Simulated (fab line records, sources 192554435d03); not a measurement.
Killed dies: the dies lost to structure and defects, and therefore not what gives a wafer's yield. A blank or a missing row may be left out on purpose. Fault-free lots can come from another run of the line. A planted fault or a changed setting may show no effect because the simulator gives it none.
Matching of chambers :: flow n5-finfet :: 4 sister chambers for N5_PMOS_HMC_CHANNEL_EPI_HM_OPEN_15 on rie-diel-03
The step chemistry CHF3/O2, target SiO2, target depth 40.6 nm, time 20.3 s. 4 wafers are shown with their chamber, then 8 later ones without.

## WAFERS PAIRED WITH THEIR CHAMBERS
wafer: L083.2
chamber: 2
showerhead-plenum-p-Torr (Torr): 2.31

wafer: L084.1
chamber: 1
showerhead-plenum-p-Torr (Torr): 2.53

wafer: L084.5
chamber: 3
showerhead-plenum-p-Torr (Torr): 2.49

wafer: L088.2
chamber: 0
showerhead-plenum-p-Torr (Torr): 2.57

## WAFERS WHOSE CHAMBER IS MISSING
wafer: L088.5
showerhead-plenum-p-Torr (Torr): 2.57

wafer: L088.6
showerhead-plenum-p-Torr (Torr): 2.53

wafer: L090.2
showerhead-plenum-p-Torr (Torr): 2.49

wafer: L090.3
showerhead-plenum-p-Torr (Torr): 2.57

wafer: L090.4
showerhead-plenum-p-Torr (Torr): 2.53

wafer: L093.1
showerhead-plenum-p-Torr (Torr): 2.30

wafer: L093.2
showerhead-plenum-p-Torr (Torr): 2.48

wafer: L093.3
showerhead-plenum-p-Torr (Torr): 2.52

## THE CHAMBER EACH PASSED THROUGH
wafer: L088.5
from the rows above: 0
in truth: 0

wafer: L088.6
from the rows above: 1
in truth: 1

wafer: L090.2
from the rows above: 3
in truth: 3

wafer: L090.3
from the rows above: 0
in truth: 0

wafer: L090.4
from the rows above: 1
in truth: 1

wafer: L093.1
from the rows above: 2
in truth: 2

wafer: L093.2
from the rows above: 3
in truth: 3

wafer: L093.3
from the rows above: 1
in truth: 1
Correct placement for 8 of the 8. Not placeable from these rows: 0. Number placed wrongly: 0.
How it was worked out, from the rows above alone: a wafer's distance from a chamber is the root of the sum, over the readings, of the square of ((its reading less the chamber's mean) divided by the reading's scatter). The wafer belongs to the nearest chamber; if the next one is less than 2 further off, it can't be placed. Each chamber's mean is taken over the wafers shown for it. The scatter: root of mean squared gap, hidden wafer to nearest shown wafer, with one shown wafer a chamber.
